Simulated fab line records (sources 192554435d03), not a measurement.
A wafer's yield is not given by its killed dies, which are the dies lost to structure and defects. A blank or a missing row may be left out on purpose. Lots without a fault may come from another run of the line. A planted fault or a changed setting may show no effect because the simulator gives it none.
Struck lot and sound lot, side by side || flow n5Finfet || 18 out of 1938 route steps
Sound: wafers L434.1, L434.5, L434.6. Struck: wafers L448.1, L448.6. (L448.5 of the same lot was not struck and is left out.) The cause comes at the end.
Per side, at each step with rows, come the tool, then ch with its chambers, and then its first start. Under that, the readings that differ: sound wafers || struck wafers || difference of the means || sigmas: that difference in standard deviations of wafers without a fault.
alike: readings with means less than 2 such deviations apart, plus words and numbers identical on both sides. not compared: withheld readings, readings lacking a value on some wafer, bounds such as >300 that could conceal the same value, and numbers that have no deviation in the record and whose values overlap.
Wherever a step has rows on one side only, a row that says differs or no value, or a row with sigmas, the two part there. Numbers that don't overlap but have no deviation are shown without sigmas and don't part them. A reading that every wafer of one side lacks parts them only if that side has two wafers or more.

N5_BEOL_M1_INSPECT_30: inspects for defects (brightfield).
  struck on defectInspect-02, day 10 23:03; sound on defectInspect-01, day 7 10:31
  alike: rawDefectCount
then, 1 step without rows for these wafers: N5_BEOL_M1_DESCUM_33 (chemistry O2, time 7 s).
N5_BEOL_M1_ETCH_77: etches underlayer in N2/H2, target depth 6.5 nm, time 5.2 s.
  sound on rieDiel-06 ch 0,1,2, day 7 10:53; struck on rieDiel-06 ch 0, day 10 23:07
  alike: drypumpMotorCurrentA, etchRfOnTimeS, h2FlowSccm, oesProductAu, rfFwdPowerW, rfVppV, showerheadPlenumPTorr, throttleValvePct
  not compared: rfHoursCounterH
then, 2 steps without rows for these wafers: N5_BEOL_M1_ETCH_69 (etches SiARC in CF4, target depth 15.6 nm, time 26 s); N5_BEOL_M1_ALD_98 (deposits SiO2, target thk 2.5 nm, pulse time 1 s, co reactant pulse time 1 s).
N5_BEOL_M1_ETCHBACK_99: etches SiO2 in CHF3, target depth 5 nm, time 10.4 s.
  sound on rieDiel-01 ch 2,3, day 7 15:48; struck on rieDiel-02 ch 0, day 11 00:25
{"reading": "oesProductAu (a.u.)", "sound": "0.74 0.70 0.73", "struck": "0.84 0.84", "difference": "+0.12", "sigmas": "+2"}
  alike: drypumpMotorCurrentA, rfVppV, showerheadPlenumPTorr, throttleValvePct
  not compared: rfHoursCounterH
N5_BEOL_M1_ETCH_70: etches SOC in N2/H2, target depth 80 nm, overetch 16 nm, time 120 s.
  sound on rieDiel-01 ch 2,3, day 7 15:50; struck on rieDiel-02 ch 0, day 11 00:28
{"reading": "oesProductAu (a.u.)", "sound": "0.56 0.54 0.56", "struck": "0.65 0.65", "difference": "+0.10", "sigmas": "+2"}
  alike: drypumpMotorCurrentA, h2FlowSccm, rfFwdPowerW, rfVppV, showerheadPlenumPTorr, throttleValvePct
  not compared: rfHoursCounterH
then, 2 steps without rows for these wafers: N5_BEOL_M1_STRIP_71 (strips in N2/H2); N5_BEOL_M1_STRIP_78 (strips in N2/H2).
N5_BEOL_M1_VIA_ETCH_34: etches the open film in C4F6/O2, target depth 67.8 nm, time 64.4 s.
  sound on rieDiel-01 ch 2,3, day 7 15:56; struck on rieDiel-02 ch 0, day 11 00:34
{"reading": "oes_ar_750_au (a.u.)", "sound": "0.74 0.71 0.73", "struck": "0.84 0.84", "difference": "+0.11", "sigmas": "+2"}
{"reading": "oes_f_703_au (a.u.)", "sound": "0.73 0.70 0.73", "struck": "0.85 0.85", "difference": "+0.13", "sigmas": "+2"}
{"reading": "oes_o_777_au (a.u.)", "sound": "0.74 0.70 0.74", "struck": "0.85 0.85", "difference": "+0.12", "sigmas": "+2"}
{"reading": "oesProductAu (a.u.)", "sound": "0.72 0.70 0.74", "struck": "0.85 0.85", "difference": "+0.13", "sigmas": "+2"}
  alike: drypumpMotorCurrentA, rfFwdPowerW, rfVppV, showerheadPlenumPTorr, throttleValvePct
  not compared: rfHoursCounterH
then, 2 steps without rows for these wafers: N5_BEOL_M1_STRIP_83 (strips in C4F6/O2); N5_BEOL_M1_STRIP_36 (strips in N2/H2).
N5_BEOL_M1_TRENCH_ETCH_37: etches SiOC in C4F6/O2, target depth 55.207 nm, time 29 s.
  sound on rieDiel-01 ch 2,3, day 7 16:02; struck on rieDiel-02 ch 0, day 11 00:40
{"reading": "oes_ar_750_au (a.u.)", "sound": "0.73 0.71 0.73", "struck": "1.10 1.10", "difference": "+0.38", "sigmas": "+7"}
{"reading": "oes_f_703_au (a.u.)", "sound": "0.74 0.70 0.74", "struck": "1.44 1.44", "difference": "+0.71", "sigmas": "+13"}
{"reading": "oes_o_777_au (a.u.)", "sound": "0.73 0.71 0.73", "struck": "1.39 1.39", "difference": "+0.67", "sigmas": "+12"}
{"reading": "oesProductAu (a.u.)", "sound": "0.74 0.71 0.73", "struck": "0.96 0.95", "difference": "+0.23", "sigmas": "+4"}
{"reading": "rfFwdPowerW (W)", "sound": "346.9 351.9 348.5", "struck": "562.1 564.2", "difference": "+214.1", "sigmas": "+99 or more"}
{"reading": "rfVppV (V)", "sound": "666 661 665", "struck": "532 530", "difference": -133, "sigmas": -17}
{"reading": "model.BEOL_M1.featureDepthNm (nm)", "sound": "55.4 55.8 55.6", "struck": "66.8 66.4", "difference": "+11.0", "sigmas": ""}
{"reading": "model.etch.depthNm (nm)", "sound": "55.42 55.78 55.69", "struck": "66.8 66.44", "difference": "+11.0", "sigmas": ""}
{"reading": "model.TiN_of_BEOL_M1_HM_DEP_02.thkNm (nm)", "sound": "17.6 17.6 17.8", "struck": "17.4 17.4", "difference": -0.3, "sigmas": ""}
  alike: drypumpMotorCurrentA, showerheadPlenumPTorr, throttleValvePct
  not compared: rfHoursCounterH
then, 1 step without rows for these wafers: N5_BEOL_M1_ETCH_41 (etches SiCN in CH3F/O2, target depth 31.9 nm, time 57.8 s).
N5_BEOL_M1_STRIP_97: strips in N2/H2, time 10 s.
  sound on rieDiel-01 ch 2,3; struck on rieDiel-02 ch 0
{"reading": "oesProductAu (a.u.)", "sound": "0.73 0.70 0.73", "struck": "0.85 0.84", "difference": "+0.12", "sigmas": "+2"}
  alike: drypumpMotorCurrentA, h2FlowSccm, rfVppV, showerheadPlenumPTorr, throttleValvePct
  not compared: rfHoursCounterH
N5_BEOL_M1_OCD_MEAS_38:
  struck on ocd-02, day 11 00:49; sound on ocd-02, day 7 16:11
{"reading": "trenchDepthNm (nm)", "sound": "55.5 55.9 55.7", "struck": "66.7 66.3", "difference": "+10.8", "sigmas": "+15"}
then, 1 step without rows for these wafers: N5_BEOL_M1_HM_STRIP_39 (strips TiN in peroxide tin strip, target depth 25 nm, time 158 s).
N5_BEOL_M4_RC_MEAS_101:
  sound on prober-01 ch 0, day 9 05:29; struck on prober-02 ch 0, day 12 18:07
  alike: DIBL_N, DIBL_P, IOFF_N, IOFF_P, ION_N, ION_P, SS_N, SS_P, VT_N, VT_P

== WHERE THEY PART ==
Last at N5_BEOL_M1_OCD_MEAS_38 as far as this record goes, first at N5_BEOL_M1_ETCHBACK_99. Later steps at which nothing parts them and some readings are alike: N5_BEOL_M4_RC_MEAS_101.

WHY: what the simulator had put in
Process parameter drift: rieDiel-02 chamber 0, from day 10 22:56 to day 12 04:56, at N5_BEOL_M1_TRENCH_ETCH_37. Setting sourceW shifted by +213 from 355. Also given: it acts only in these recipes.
